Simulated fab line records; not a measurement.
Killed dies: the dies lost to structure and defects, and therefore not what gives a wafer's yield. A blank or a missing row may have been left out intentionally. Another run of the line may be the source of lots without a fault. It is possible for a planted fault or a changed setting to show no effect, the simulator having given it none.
A struck lot beside a sound one + flow n5Finfet + 37 steps out of a route of 1938
Sound: these wafers, L738.2, L738.5, L738.6. The struck wafers were L727.1, L727.2, L727.5. Last of all comes the cause.
Per side, at each step with rows, come the tool, then ch with its chambers, and then its first start. Under that, the readings that differ: sound wafers + struck wafers + difference of the means + sigmas: that difference in standard deviations of wafers without a fault.
alike: a reading whose means differ by less than 2 such deviations, as well as words and numbers matching on both sides. not compared: withheld readings; readings where some wafer has no value; bounds like >300 that might hide an equal value; numbers whose values overlap and for which the record gives no deviation.
The two part at a step that has a row with sigmas, a row that says differs or no value, or rows on one side only. Numbers that have no deviation but don't overlap get no sigmas and don't part them. A reading that every wafer of one side lacks parts them only if that side has two wafers or more.

first, 9 steps without rows for these wafers: N5_WELL_APT_COAT_02 (resist thk 950 nm); N5_WELL_APT_EBR_04; N5_WELL_APT_SOFTBAKE_03 (time 60 s); N5_WELL_APT_EXPOSE_05 (exposes mask NWELL, defocus 0 nm, target cd 200 nm); N5_WELL_APT_PEB_06 (peb time 90 s); N5_WELL_APT_DEVELOP_07 (develop time 45 s); N5_WELL_APT_HARDBAKE_12 (time 120 s); N5_WELL_APT_DESCUM_13 (chemistry O2, time 7.9 s); N5_WELL_APT_IMPLANT_14.
N5_WELL_APT_IMPLANT_15:
  struck on implanter-01, day 4 14:03; sound on implanter-01 ch 0, day 7 08:23
  no value came back on the struck wafers for beamEnergyKeV, beamOnS (s), tiltDeg (degrees); on the sound wafers beamEnergyKeV reads 24.981 24.986 24.986
then, 25 steps without rows for these wafers: N5_WELL_APT_STRIP_16 (strips in SPM, time 900 s); N5_WELL_APT_HMDS_18 (time 60 s); N5_WELL_APT_COAT_19 (resist thk 950 nm); N5_WELL_APT_EBR_21; N5_WELL_APT_SOFTBAKE_20 (time 60 s); N5_WELL_APT_EXPOSE_22 (exposes mask PWELL, defocus 0 nm, target cd 200 nm); N5_WELL_APT_PEB_23 (peb time 90 s); N5_WELL_APT_DEVELOP_24 (develop time 45 s); N5_WELL_APT_HARDBAKE_29 (time 120 s); N5_WELL_APT_DESCUM_30 (chemistry O2, time 7.9 s); N5_WELL_APT_IMPLANT_31; N5_WELL_APT_IMPLANT_32; N5_WELL_APT_STRIP_33 (strips in SPM, time 900 s); N5_WELL_APT_RTA_34 (time 10 s); N5_WELL_APT_OXIDE_STRIP_42 (strips SiO2 in dHF, time 45 s, target depth 12 nm); N5_WELL_APT_PRECLEAN_36 (cleans in O3/DIW, time 45 s); N5_WELL_APT_PRECLEAN_39 (cleans in dHF, time 60 s); N5_WELL_APT_SRD_37 (time 30 s); N5_WELL_APT_EPI_41 (deposits Si from SiH4/H2, target thk 50 nm, time 297.7 s); N5_PMOS_HMC_CHANNEL_EPI_HM_DEP_34 (deposits SiO2 from TEOS/O2, target thk 36 nm, time 6.9 s); N5_PMOS_HMC_CHANNEL_EPI_COAT_31 (time 60 s, resist thk 66 nm); N5_PMOS_HMC_CHANNEL_EPI_COAT_03 (resist thk 205 nm); N5_PMOS_HMC_CHANNEL_EPI_EBR_05; N5_PMOS_HMC_CHANNEL_EPI_SOFTBAKE_04 (time 60 s); N5_PMOS_HMC_CHANNEL_EPI_EXPOSE_06 (exposes mask PMOS HMC BLK, target cd 240 nm).
-- here the record skips 7 days between the struck wafers' starts before and after, leaving off in module PMOS_HMC_CHANNEL_EPI and picking up in module BEOL_M4 (first step shown: number 1111 of the route) --
N5_BEOL_M4_RC_MEAS_101:
  sound on prober-01 ch 0, day 14 07:36; struck on prober-02 ch 0, day 11 09:22
| reading            | sound             | struck            | difference | sigmas |
|--------------------|-------------------|-------------------|------------|--------|
| CJ_P               | 5.37 5.96 5.51    | 0.99 1.00 1.00    | -4.62      | -17    |
| IOFF_P (nA/um)     | 0.15 0.15 0.10    | 0.25 0.37 0.70    | +0.31      | +6     |
| IOFF_P_85C (nA/um) | 2.8 2.9 2.1       | 4.2 5.7 9.7       | +3.9       | +5     |
| IOFF_P_LIN (nA/um) | 0.075 0.075 0.058 | 0.104 0.118 0.159 | +0.058     | +3     |
| ION_P (uA/um)      | 449 447 438       | 462 468 471       | +22        | +2     |
| SS_P (mV/dec)      | 72.9 73.0 71.5    | 74.6 77.2 82.0    | +5.5       | +6     |
| VT_P (mV)          | -256 -257 -263    | -251 -249 -247    | +10        | +2     |
  alike: DIBL_N, DIBL_P, IOFF_N, ION_N, SS_N, VT_N
-- record jumps: 5 days separate the struck wafers' starts on either side; left off in module BEOL_M4, taken up again in module PASSIVATION, whose first shown step is the route's number 1936 --
N5_PASSIVATION_PROBE_49:
  struck on prober-01, day 15 21:25; sound on prober-01, day 18 21:53
| reading                 | sound          | struck         | difference | sigmas      |
|-------------------------|----------------|----------------|------------|-------------|
| killedDies              | 86 75 109      | 117 137 113    | +32        | +2          |
| sort_bin_4_leakage (%)  | 0 0 0          | 0 0 50.17      | +17        | +99 or more |
| sort_bin_5_function (%) | 4.7 3.5 4.6    | 5.5 7.2 5.5    | +1.8       | +2          |
| sortNPass               | 1094 1105 1042 | 1063 1043 475  | -220       | -13         |
| sortYieldPct (%)        | 92.7 93.6 88.3 | 90.1 88.4 40.3 | -18.6      | -12         |
  alike: defectLimitedYield, killed_at_M0_to_M3, killed_at_M4_up, killedAtContacts, killedAtFrontEnd, killedAtOther, killedOnRim, killedOpen, killedShort, sort_bin_6_memory, sort_bin_8_speed

== WHERE THEY PART ==
At N5_WELL_APT_IMPLANT_15 first; at N5_PASSIVATION_PROBE_49 last (within this record only).

WHY: what the simulator had put in
Entire step skipped (implanter-01, N5_WELL_APT_IMPLANT_15), from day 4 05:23 onward. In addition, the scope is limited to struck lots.
